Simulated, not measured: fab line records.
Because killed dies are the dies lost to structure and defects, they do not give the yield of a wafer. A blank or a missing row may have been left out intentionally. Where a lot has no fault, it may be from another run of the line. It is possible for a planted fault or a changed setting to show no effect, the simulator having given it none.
Chamber matching | flow n5Finfet | 4 sister chambers for N5_HKMG_FIN_HK_ALD_01 on aldHk-03
The step deposits HfO2, target thk 1.6 nm, pulse time 3 s, purge time 3 s. 4 wafers are shown with their chamber, then 8 later ones without.

## WAFERS PAIRED WITH THEIR CHAMBERS
wafer  | chamber | precursorPulseHeightRel
L077.1 | 2       | 0.984
L083.4 | 3       | 0.998
L083.5 | 0       | 1.005
L086.1 | 1       | 0.996

## WAFERS MISSING THEIR CHAMBER
wafer  | precursorPulseHeightRel
L086.2 | 0.974
L086.5 | 1.016
L089.2 | 0.978
L089.4 | 0.992
L089.6 | 0.968
L095.1 | 0.967
L095.5 | 1.033
L095.6 | 0.997

## WHICH CHAMBER EACH ONE RAN IN
wafer  | from the rows above               | in truth
L086.2 | can't be placed: 2 or 1 or 3 or 0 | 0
L086.5 | can't be placed: 0 or 3 or 1 or 2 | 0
L089.2 | can't be placed: 2 or 1 or 3 or 0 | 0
L089.4 | can't be placed: 1 or 3 or 2 or 0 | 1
L089.6 | can't be placed: 2 or 1 or 3 or 0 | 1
L095.1 | can't be placed: 2 or 1 or 3 or 0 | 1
L095.5 | can't be placed: 0 or 3 or 1 or 2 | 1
L095.6 | can't be placed: 1 or 3 or 0 or 2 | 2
Correctly placed: 0 of 8. Not placeable from these rows: 8 (in 8, the candidates include the true chamber). Number placed wrongly: 0.
How it was worked out, from the rows above alone: a wafer's distance from a chamber is the root of the sum, over the readings, of the square of ((its reading less the chamber's mean) divided by the reading's scatter). The wafer belongs to the nearest chamber; if the next one is less than 2 further off, it can't be placed. A chamber's mean is the mean of its shown wafers. The scatter: with one shown wafer a chamber, the root of the mean of the squares of how far each hidden wafer lies from its nearest shown one.
